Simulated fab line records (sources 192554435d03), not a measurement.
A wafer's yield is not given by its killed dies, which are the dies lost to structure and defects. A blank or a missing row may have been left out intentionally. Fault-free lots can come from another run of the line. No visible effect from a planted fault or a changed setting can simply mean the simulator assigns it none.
One fault through the eyes of 3 desks :: flow n5Finfet :: each desk has only its own numbers; what lay behind them comes last

## AT THE METROLOGY DESK
What the gauges read, lot by lot, whatever tool the lot ran on: means of the sampled wafers that have a number. The brackets show how far a lot's mean lies from the usual mean; more than 4 standard deviations puts the lot out of limits, marked OUT. Readings shown: 7 of its 10, picked as those furthest out on some lot.
Columns: A = DIBL_P at N5_BEOL_M4_RC_MEAS_101, usual 36.7 mV/V; B = IOFF_P at N5_BEOL_M4_RC_MEAS_101, usual 0.208 nA/um; C = ION_N at N5_BEOL_M4_RC_MEAS_101, usual 673 uA/um; D = ION_P at N5_BEOL_M4_RC_MEAS_101, usual 462 uA/um; E = SS_N at N5_BEOL_M4_RC_MEAS_101, usual 71.6 mV/dec; F = SS_P at N5_BEOL_M4_RC_MEAS_101, usual 73.5 mV/dec; G = VT_P at N5_BEOL_M4_RC_MEAS_101, usual -251 mV
lot: L806
first seen here: day 10 17:33
A: 36.1
B: 0.230
C: 664
D: 466
E: 71.3
F: 73.6
G: -245

lot: L808
first seen here: day 10 22:09
A: 33.8
B: 0.191
C: 673
D: 462
E: 71.0
F: 72.9
G: -251

lot: L809
first seen here: day 11 04:32
A: 36.5
B: 0.232
C: 676
D: 465
E: 72.1
F: 73.3
G: -248

lot: L810
first seen here: day 11 12:46
A: 36.3
B: 0.185
C: 668
D: 459
E: 70.7
F: 73.5
G: -252

lot: L815
first seen here: day 11 18:16
A: 37.8
B: 0.203
C: 668
D: 455
E: 71.9
F: 73.8
G: -252

lot: L820
first seen here: day 14 04:57
A: 36.9
B: 0.240
C: 672
D: 471
E: 71.7
F: 74.3
G: -247

lot: L825
first seen here: day 14 08:22
A: 36.4
B: 0.187
C: 668
D: 456
E: 71.5
F: 73.6
G: -253

lot: L824
first seen here: day 14 13:06
A: 36.2
B: 0.181
C: 684
D: 461
E: 71.7
F: 73.7
G: -254

lot: L826
first seen here: day 15 11:37
A: 37.4
B: 0.224
C: 668
D: 463
E: 71.4
F: 73.4
G: -247

lot: L827
first seen here: day 16 02:40
A: 36.5
B: 0.221
C: 676
D: 468
E: 71.5
F: 73.7
G: -248
Result from this desk: across the 10 lots, nothing is out of limits.

## THE DEFECT DESK
Lot by lot, what the route's inspections counted, given as the mean of those sampled wafers with a number. The brackets show how far a lot's mean lies from the usual mean; more than 4 standard deviations puts the lot out of limits, marked OUT.
Columns: A = rawDefectCount at N5_BEOL_M2_INSPECT_59, usual 74
lot: L806
first seen here: day 7 05:35
A: 91

lot: L809
first seen here: day 8 05:28
A: 49

lot: L808
first seen here: day 8 08:11
A: 89

lot: L810
first seen here: day 9 02:53
A: 76

lot: L815
first seen here: day 11 00:07
A: 73

lot: L820
first seen here: day 12 02:26
A: 68

lot: L825
first seen here: day 12 04:38
A: 64

lot: L824
first seen here: day 12 20:32
A: 66

lot: L826
first seen here: day 13 04:23
A: 68

lot: L827
first seen here: day 13 04:40
A: 53
Result from this desk: across the 10 lots, nothing is out of limits.

## THE TOOL OWNER'S DESK: pecvd-03
The tool's own readings at N5_BEOL_M3_PECVD_72 (deposits SiO2 from TEOS/O2, target thk 16 nm, time 18 s): means of the sampled wafers that have a number, for each lot that ran on this tool. The brackets show how far a lot's mean lies from the usual mean; more than 4 standard deviations puts the lot out of limits, marked OUT.
Columns: A = chamberPressureTorr at N5_BEOL_M3_PECVD_72, usual 5.501 Torr; B = heaterPowerW at N5_BEOL_M3_PECVD_72, usual 665 W; C = showerheadPlenumPTorr at N5_BEOL_M3_PECVD_72, usual 8.79 Torr; D = showerheadVppV at N5_BEOL_M3_PECVD_72, usual 1275 V; E = susceptorTempC at N5_BEOL_M3_PECVD_72, usual 399.99 C; F = throttleValvePct at N5_BEOL_M3_PECVD_72, usual 22.4 %
lot: L808
first seen here: day 8 08:20
A: 5.507
B: 725
C: 8.81
D: 1270
E: 400.03
F: 22.1

lot: L810
first seen here: day 9 03:02
A: 5.495
B: 605
C: 8.87
D: 1298
E: 400.14
F: 23.3

lot: L815
first seen here: day 11 00:16
A: 5.509
B: 653
C: 8.87
D: 1296
E: 400.04
F: 23.2

lot: L820
first seen here: day 12 02:35
A: 5.479
B: 752
C: 8.83
D: 1310
E: 404.06 (+19) OUT
F: 22.9

lot: L824
first seen here: day 12 20:41
A: 5.503
B: 618
C: 8.83
D: 1258
E: 404.11 (+20) OUT
F: 22.5
This desk finds L820, L824 out of limits, L820 being first, at day 12 02:35 (susceptorTempC at N5_BEOL_M3_PECVD_72). In limits: L808, L810, L815.

## TAKEN TOGETHER
On L820, L824, at day 12 02:35, an alarm was possible from the tool owner's desk.
From the metrology desk's view, nothing was out of limits.
The defect desk saw nothing out of limits.
The metrology desk has L820, L824 on record, within its limits.
The defect desk has L820, L824 on record, within its limits.
On pecvd-03, each named lot ran N5_BEOL_M3_PECVD_72.

## WHAT WAS PUT IN BY THE SIMULATOR
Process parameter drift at N5_BEOL_M3_PECVD_72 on pecvd-03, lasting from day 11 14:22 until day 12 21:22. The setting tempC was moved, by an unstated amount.
Lots struck among those shown: L820, L824.
How many hours passed from the start of the fault until each desk's first out-of-limits reading: the tool owner's desk, 12.
